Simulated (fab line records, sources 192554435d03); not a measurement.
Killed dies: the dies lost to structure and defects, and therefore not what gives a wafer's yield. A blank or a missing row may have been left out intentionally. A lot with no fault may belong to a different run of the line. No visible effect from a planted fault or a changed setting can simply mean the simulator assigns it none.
Chamber matching -- flow n5Finfet -- N5_BEOL_M8_ILD_DEP_00 on pecvd-04 has 3 sister chambers
The step deposits SiCOH lowk from DEMS/porogen, target thk 179.75 nm, time 33.4 s. 27 wafers are shown with their chamber, then 12 later ones without.

WAFERS WITH THEIR CHAMBER
wafer,chamber,throttleValvePct (%),showerheadPlenumPTorr (Torr),heaterPowerW (W)
L075.2,1,13.2,5.744,319
L075.5,1,13.3,5.754,324
L075.6,2,13.2,5.731,289
L079.1,2,13.1,5.730,316
L079.2,1,13.3,5.733,333
L079.3,0,14.4,5.728,353
L079.4,1,13.4,5.744,331
L079.5,2,13.3,5.733,317
L079.6,0,14.2,5.724,276
L080.2,2,13.1,5.731,286
L080.5,0,14.2,5.723,319
L080.6,1,13.5,5.749,323
L081.1,1,13.3,5.759,369
L081.2,0,14.2,5.721,296
L081.3,2,13.1,5.737,323
L081.4,0,14.2,5.732,307
L081.5,1,13.4,5.730,374
L081.6,2,13.4,5.734,251
L084.1,0,14.1,5.736,288
L084.2,2,13.2,5.740,324
L084.3,1,13.7,5.735,330
L084.4,2,13.1,5.745,323
L084.5,1,13.3,5.743,335
L084.6,0,14.0,5.726,291
L085.2,1,13.2,5.745,373
L085.3,0,14.3,5.717,284
L085.4,1,13.4,5.755,375

SIGNATURES (means of the wafers above)
reading,chamber 0,chamber 1,chamber 2,scatter within a chamber
throttleValvePct,14.200,13.364,13.188,0.128
showerheadPlenumPTorr,5.72588,5.74464,5.73513,0.00741
heaterPowerW,301.75,344.18,303.62,24.5
Rule: a wafer lies at a distance from a chamber equal to the root of the sum of squares, over the readings, of (its reading less the chamber's mean, divided by the reading's scatter). The wafer belongs to the nearest chamber; if the next one is less than 2 further off, it can't be placed. How the scatter is found: for the shown wafers, subtract from each reading the mean of its chamber, square and add these, divide the total by (wafers less chambers), then take the root.

WAFERS MISSING THEIR CHAMBER
wafer,throttleValvePct (%),showerheadPlenumPTorr (Torr),heaterPowerW (W)
L087.1,14.2,5.730,289
L087.5,13.3,5.744,354
L087.6,14.0,5.718,296
L093.3,13.3,5.721,319
L093.5,13.2,5.740,321
L093.6,14.3,5.731,329
L092.2,13.2,5.734,256
L092.4,14.0,5.726,316
L092.5,13.4,5.758,350
L091.3,13.4,5.742,374
L091.4,13.5,5.727,290
L091.5,13.5,5.734,361

WHICH CHAMBER EACH ONE RAN IN
wafer,from the rows above,in truth
L087.1,0,0
L087.5,can't be placed: 1 or 2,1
L087.6,0,0
L093.3,can't be placed: 2 or 1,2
L093.5,can't be placed: 2 or 1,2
L093.6,0,0
L092.2,2,2
L092.4,0,0
L092.5,1,1
L091.3,1,1
L091.4,can't be placed: 2 or 1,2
L091.5,can't be placed: 1 or 2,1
7 of 12 placed correctly. Not placeable from these rows: 5 (in 5, the candidates include the true chamber). Number placed wrongly: 0.
